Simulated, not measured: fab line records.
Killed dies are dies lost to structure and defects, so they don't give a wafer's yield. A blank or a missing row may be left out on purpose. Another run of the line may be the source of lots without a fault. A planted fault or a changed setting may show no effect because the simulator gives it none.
Which tool did it?	flow n5_finfet	30 wafers from 10 lots sampled at 5 of the route's 1938 steps

## WHAT THE GAUGES READ, wafer by wafer
N5_BEOL_M1_CD_MEAS_28: target cd y 23.3 nm. Usual: cd_nm reads 24.04 nm (standard deviation 0.2).
lot	measured	on	cd_nm (nm)	flag
L647	day 6 16:25	cd_sem-01	24.05 23.56 24.38	
L652	day 7 23:14	cd_sem-03	24.15 24.10 24.11	
L653	day 8 01:47	cd_sem-01	24.05 24.19 23.88	
L658	day 9 07:24	cd_sem-03	23.71 24.03 24.25	
L659	day 9 15:22	cd_sem-01	24.14 23.99 23.94	
L661	day 10 01:28	cd_sem-01	24.26 23.84 24.00	
L660	day 10 01:34	cd_sem-01	24.11 24.10 24.01	
L662	day 10 07:49	cd_sem-01	23.93 24.17 23.82	
L664	day 10 20:02	cd_sem-03	24.04 23.81 24.15	
L668	day 11 17:36	cd_sem-01	23.95 24.21 23.87	

N5_BEOL_M1_OVL_MEAS_29. Usual: V0_OVL typically reads -0.3 nm, with standard deviation 0.67.
lot	measured	on	V0_OVL (nm)	flag
L647	day 6 16:28	overlay-02	0.2 -1.0 -0.5	
L652	day 7 23:16	overlay-02	-0.6 0.4 -0.2	
L653	day 8 01:49	overlay-01	-0.5 -1.3 -1.0	
L658	day 9 07:26	overlay-01	0.6 1.2 0.4	
L659	day 9 15:23	overlay-02	0.0 0.1 -0.4	
L661	day 10 01:29	overlay-01	0.4 -0.8 -1.0	
L660	day 10 01:35	overlay-01	0.3 -0.3 0.2	
L662	day 10 07:52	overlay-01	0.5 1.2 1.0	
L664	day 10 20:04	overlay-01	0.7 -0.3 -0.1	
L668	day 11 17:38	overlay-01	-0.2 0.2 -0.1	

N5_BEOL_M4_RC_MEAS_101. Usual: DIBL_N 35.9 mV/V, standard deviation 1.7; DIBL_P 36.0 mV/V, standard deviation 2.2; IOFF_N 0.16 nA/um, standard deviation 0.031; IOFF_P 0.21 nA/um, standard deviation 0.039; ION_N 678 uA/um, standard deviation 13; ION_P 464 uA/um, standard deviation 8.8; SS_N 71.5 mV/dec, standard deviation 0.61; SS_P 73.2 mV/dec, standard deviation 0.68; VT_N 249 mV, standard deviation 3.3; VT_P -250 mV, standard deviation 3.8.
lot	measured	on	DIBL_N (mV/V)	DIBL_P (mV/V)	IOFF_N (nA/um)	IOFF_P (nA/um)	ION_N (uA/um)	ION_P (uA/um)	SS_N (mV/dec)	SS_P (mV/dec)	VT_N (mV)	VT_P (mV)	flag
L647	day 8 10:04	prober-01	37.3 33.9 34.0	35.9 31.8 30.5	0.17 0.12 0.12	0.20 0.15 0.14	686 675 663	466 462 451	71.5 70.2 71.4	74.4 72.8 72.5	247 250 251	-252 -253 -256	
L658	day 11 10:10	prober-02	34.5 34.2 35.3	35.4 35.6 35.0	0.15 0.15 0.14	0.22 0.23 0.21	668 682 659	462 470 455	70.2 71.2 71.0	73.0 72.5 73.0	250 249 253	-247 -244 -251	
L659	day 11 21:42	prober-02	34.3 37.3 35.8	35.5 39.1 36.8	0.17 0.22 0.19	0.20 0.27 0.22	677 689 693	457 468 464	71.5 72.8 72.2	73.0 73.9 72.6	249 245 248	-249 -247 -250	
L661	day 11 18:02	prober-02	33.4 37.4 36.6	31.9 36.7 35.8	0.11 0.17 0.16	0.15 0.22 0.20	670 683 681	459 471 467	70.5 72.4 71.8	72.1 73.4 72.9	253 249 250	-255 -250 -251	
L660	day 12 00:59	prober-01	34.8 36.3 37.8	33.8 36.5 39.0	0.13 0.17 0.20	0.19 0.23 0.27	678 688 707	469 479 486	70.6 70.9 72.1	72.3 73.8 74.2	251 244 245	-251 -247 -245	
L662	day 12 01:16	prober-02	33.7 34.4 34.8	34.6 35.5 36.7	0.12 0.14 0.15	0.17 0.18 0.20	669 670 674	457 460 462	71.3 71.1 71.3	72.6 73.0 72.9	255 251 251	-252 -252 -252	
L664	day 12 17:44	prober-02	35.3 36.2 34.4	33.9 35.6 33.5	0.13 0.14 0.12	0.17 0.19 0.16	651 677 655	447 465 452	71.1 71.7 71.4	72.2 73.0 72.7	255 252 255	-254 -251 -252	
L668	day 14 02:04	prober-02	34.9 38.4 34.8	33.1 38.7 33.7	0.13 0.20 0.13	0.17 0.25 0.17	681 688 690	462 463 465	71.8 72.1 70.8	73.0 73.7 72.6	251 245 250	-252 -249 -254	

## TOOL THAT RAN EACH LOT (tool first, then ch and the chambers of the sampled wafers, then the start)
lot	N5_BEOL_M1_STRIP_66	N5_BEOL_M1_VIA_ETCH_34
L647	rie_diel-03 ch 0,2, day 6 15:42	rie_diel-01 ch 1,2,3, day 6 17:05
L652	rie_diel-03 ch 1,3, day 7 22:28	rie_diel-01 ch 0,2, day 8 00:02
L653	rie_diel-04 ch 1,2,3, day 8 01:06	rie_diel-01 ch 1,2,3, day 8 02:55
L658	rie_diel-01 ch 0,1,2, day 9 06:52	rie_diel-03 ch 0,1, day 9 15:40
L659	rie_diel-01 ch 0,1,2, day 9 14:41	rie_diel-04 ch 1,2, day 9 19:24
L661	rie_diel-03 ch 1,2,3, day 10 00:47	rie_diel-04 ch 1,2, day 10 02:31
L660	rie_diel-04 ch 1,3, day 10 00:58	rie_diel-01 ch 1,2,3, day 10 02:45
L662	rie_diel-04 ch 0,2, day 10 07:13	rie_diel-01 ch 0,1,2, day 10 09:00
L664	rie_diel-01 ch 0,2,3, day 10 19:29	rie_diel-01 ch 0,3, day 11 01:31
L668	rie_diel-04 ch 0,1,2, day 11 16:56	rie_diel-04 ch 0,1, day 11 21:06
- N5_BEOL_M1_STRIP_66: strips in CF4.
- N5_BEOL_M1_VIA_ETCH_34: etches the open film in C4F6/O2, target depth 67.8 nm, time 64.4 s.

## WHAT THE TOOLS THEMSELVES READ (means of the sampled wafers that have a number; where no wafer has one, the mark that the record gives instead)
N5_BEOL_M1_STRIP_66. Usual: drypump_motor_current_A 5.7 A, standard deviation 0.59; oes_product_au 0.80 a.u., standard deviation 0.089; rf_vpp_V 270.9 V, standard deviation 1.4; showerhead_plenum_p_Torr 1.79 Torr, standard deviation 0.051; throttle_valve_pct 13.56 %, standard deviation 0.26.
lot	tool	drypump_motor_current_A (A)	oes_product_au (a.u.)	rf_vpp_V (V)	showerhead_plenum_p_Torr (Torr)	throttle_valve_pct (%)	flag
L647	rie_diel-03	5.3	0.76	270.0	1.75	13.60	
L652	rie_diel-03	5.6	0.73	271.8	1.81	13.49	
L653	rie_diel-04	6.3	0.80	271.0	1.78	13.62	
L658	rie_diel-01	5.3	0.83	271.5	1.78	13.51	
L659	rie_diel-01	5.4	0.83	271.5	1.78	13.51	
L661	rie_diel-03	5.7	0.71	270.4	1.78	13.68	
L660	rie_diel-04	6.5	0.75	270.2	1.76	13.66	
L662	rie_diel-04	5.7	0.88	273.0	1.84	13.60	
L664	rie_diel-01	5.7	0.86	271.6	1.78	13.34	
L668	rie_diel-04	6.0	0.83	271.1	1.82	13.61	

N5_BEOL_M1_VIA_ETCH_34. Usual: C4F6_flow_sccm 10.00 sccm, standard deviation 0.032; O2_flow_sccm 9.997 sccm, standard deviation 0.028; drypump_motor_current_A 5.8 A, standard deviation 0.58; oes_product_au 0.80 a.u., standard deviation 0.093; rf_vpp_V 674 V, standard deviation 12; showerhead_plenum_p_Torr 2.84 Torr, standard deviation 0.08; throttle_valve_pct 30.8 %, standard deviation 0.39.
lot	tool	C4F6_flow_sccm (sccm)	O2_flow_sccm (sccm)	drypump_motor_current_A (A)	oes_product_au (a.u.)	rf_vpp_V (V)	showerhead_plenum_p_Torr (Torr)	throttle_valve_pct (%)	flag
L647	rie_diel-01	10.02	9.994	5.9	0.88	662	2.79	30.5	
L652	rie_diel-01	-	-	-	-	-	-	-	OFF
L653	rie_diel-01	-	-	-	-	-	-	-	OFF
L658	rie_diel-03	10.05	10.014	5.2	0.79	675	2.85	30.7	
L659	rie_diel-04	9.97	9.972	6.0	0.84	694	2.91	31.2	
L661	rie_diel-04	10.01	10.011	6.3	0.80	687	2.90	31.2	
L660	rie_diel-01	9.97	10.014	5.9	0.83	661	2.78	30.6	
L662	rie_diel-01	9.98	9.970	5.4	0.84	655	2.81	30.5	
L664	rie_diel-01	9.96	9.993	5.8	0.85	667	2.82	30.8	
L668	rie_diel-04	10.02	10.020	6.3	0.82	675	2.89	31.1	

## THE ANSWER, worked out from the rows above alone
Rule: a lot counts as off when the mean over its wafers that have a number is more than 3 standard deviations away from the usual mean. A lot without any number at a reading at which 4 lots or more have one is off too. All remaining lots with rows at the step are treated as sound. First the gauges in route order, then the tools' own readings, where a lot's mean is used as printed above. The first step at which some lot is off is used, and at that step the reading that is off furthest; a lot without a number counts as furthest.
Off: L652, L653, at N5_BEOL_M1_VIA_ETCH_34 (C4F6_flow_sccm). Without a number there: L652, L653.
If a tool, at that step or one of the process steps before it, ran each lot that is off and ran no sound lot following the first of them, it fits. Of those tried, none fits.

## WHAT THE SIMULATOR PUT IN
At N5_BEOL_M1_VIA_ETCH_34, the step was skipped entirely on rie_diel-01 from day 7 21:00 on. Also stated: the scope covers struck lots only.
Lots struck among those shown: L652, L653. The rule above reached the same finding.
